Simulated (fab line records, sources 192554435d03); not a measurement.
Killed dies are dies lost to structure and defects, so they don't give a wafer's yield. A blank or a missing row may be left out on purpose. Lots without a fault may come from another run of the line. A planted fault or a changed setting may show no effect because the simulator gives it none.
A struck lot beside a sound one | flow n5_finfet | 35 steps out of a route of 1938
Sound: wafers L263.1, L263.4, L263.5. Struck: wafer L264.4. (L264.1, L264.6 of the same lot were not struck and are left out.) The cause comes at the end.
At each step with rows: each side's tool, then ch and its chambers, then its first start. Under that, the readings that differ: sound wafers | struck wafers | difference of the means | sigmas: that difference in standard deviations of wafers without a fault.
alike: readings whose means differ by less than 2 such deviations, and words and numbers that are the same on both sides. not compared: withheld readings, readings that some wafer has no value for, bounds like >300 that may hide the same value, and numbers for which the record gives no deviation and whose values overlap.
The two part at a step that has a row with sigmas, a row that says differs or no value, or rows on one side only. Numbers that don't overlap but have no deviation are shown without sigmas and don't part them. A reading that every wafer of one side lacks parts them only if that side has two wafers or more.

first, 10 steps without rows for these wafers: N5_STI_FIN_REVEAL_PRECLEAN_18 (cleans in SC2, time 45 s); N5_STI_FIN_REVEAL_SRD_28 (time 30 s); N5_DUMMY_GATE_PRECLEAN_00 (cleans in O3/DIW, time 60 s); N5_DUMMY_GATE_SRD_01 (time 30 s); N5_DUMMY_GATE_ALD_02 (deposits SiO2, target thk 2 nm, pulse time 1 s); N5_DUMMY_GATE_CVD_03 (deposits a-Si from SiH4, target thk 150 nm, time 8042 s); N5_DUMMY_GATE_PRECLEAN_46 (cleans in DIW, time 89.5 s); N5_DUMMY_GATE_SRD_47 (dry time 32 s); N5_DUMMY_GATE_CMP_04 (polishes a-Si); N5_DUMMY_GATE_HM_DEP_06 (deposits SiNx from DCS/NH3, target thk 80 nm, time 5141 s).
N5_DUMMY_GATE_PECVD_30: deposits SiO2 from TEOS/O2, target thk 55 nm, time 10.8 s.
  sound on pecvd-04 ch 0,1,2, day 4 03:15; struck on pecvd-04 ch 2, day 4 11:29
  reading                                       | sound          | struck | difference | sigmas
  model.SiO2_of_DUMMY_GATE_PECVD_30.thk_nm (nm) | 55.2 56.4 55.8 | 75.2   | +19.4      |
then, 22 steps without rows for these wafers: N5_DUMMY_GATE_COAT_34 (time 60 s, resist thk 60 nm); N5_DUMMY_GATE_COAT_35 (time 60 s, resist thk 10 nm); N5_DUMMY_GATE_COAT_28 (time 60 s, resist thk 10 nm); N5_DUMMY_GATE_COAT_09 (resist thk 30 nm); N5_DUMMY_GATE_EBR_11; N5_DUMMY_GATE_SOFTBAKE_10 (time 60 s); N5_DUMMY_GATE_EXPOSE_12 (exposes mask GATE, target cd 25 nm); N5_DUMMY_GATE_PEB_13 (peb time 60 s); N5_DUMMY_GATE_DEVELOP_14 (develop time 30 s); N5_DUMMY_GATE_DESCUM_20 (chemistry O2, time 6.2 s); N5_DUMMY_GATE_ETCH_29 (etches underlayer in N2/H2, target depth 13 nm); N5_DUMMY_GATE_ETCH_36 (etches SiARC in CF4, target depth 13 nm); N5_DUMMY_GATE_ETCH_37 (etches SOC in N2/H2, target depth 60 nm, overetch 30 nm); N5_DUMMY_GATE_STRIP_38 (strips in N2/H2); N5_DUMMY_GATE_STRIP_39 (strips in N2/H2); N5_DUMMY_GATE_TRIM_49 (chemistry O2, time 29 s, target cd 14 nm); N5_DUMMY_GATE_STRIP_40 (strips in CF4); N5_DUMMY_GATE_ETCH_31 (etches SiO2 in C4F6/O2, target depth 82.5 nm, time 27.5 s); N5_DUMMY_GATE_STRIP_41 (strips in O2); N5_DUMMY_GATE_HM_OPEN_21 (chemistry CH3F/O2, target SiNx, target depth 120 nm, time 171.4 s); N5_DUMMY_GATE_ETCH_32 (etches SiO2 in CF4, target depth 3.5 nm, time 3.9 s); N5_DUMMY_GATE_ETCH_23 (etches poly-Si in HBr/Cl2/O2, target depth 41 nm, time 22.3 s).
N5_DUMMY_GATE_ETCH_44: etches poly-Si in HBr/O2, stops on SiO2, target depth 127.5 nm.
  sound on rie_si-03 ch 0,1, day 4 04:31; struck on rie_si-01 ch 1, day 4 13:01
  reading                                       | sound        | struck | difference | sigmas
  model.SiO2_of_DUMMY_GATE_PECVD_30.thk_nm (nm) | 38.2 39.2 39 | 58.6   | +19.8      |
  alike: HBr_flow_sccm, drypump_motor_current_A, he_backside_leak_sccm, oes_product_au, throttle_valve_pct
  not compared: rf_hours_counter_h
-- the record jumps here: 5 days lie between the struck wafers' starts before and after (it left off in module DUMMY_GATE and takes up again in module BEOL_M4, whose first step shown is number 1111 of the route) --
N5_BEOL_M4_RC_MEAS_101:
  sound on prober-01 ch 0, day 9 00:01; struck on prober-01 ch 0, day 9 17:49
  reading       | sound          | struck | difference | sigmas
  SS_N (mV/dec) | 71.3 70.9 71.1 | 72.6   | +1.5       | +3
  alike: DIBL_N, DIBL_P, IOFF_N, IOFF_P, ION_N, ION_P, SS_P, VT_N, VT_P

WHERE THEY PART
Only at N5_BEOL_M4_RC_MEAS_101, within this record.

WHY: what the simulator had put in
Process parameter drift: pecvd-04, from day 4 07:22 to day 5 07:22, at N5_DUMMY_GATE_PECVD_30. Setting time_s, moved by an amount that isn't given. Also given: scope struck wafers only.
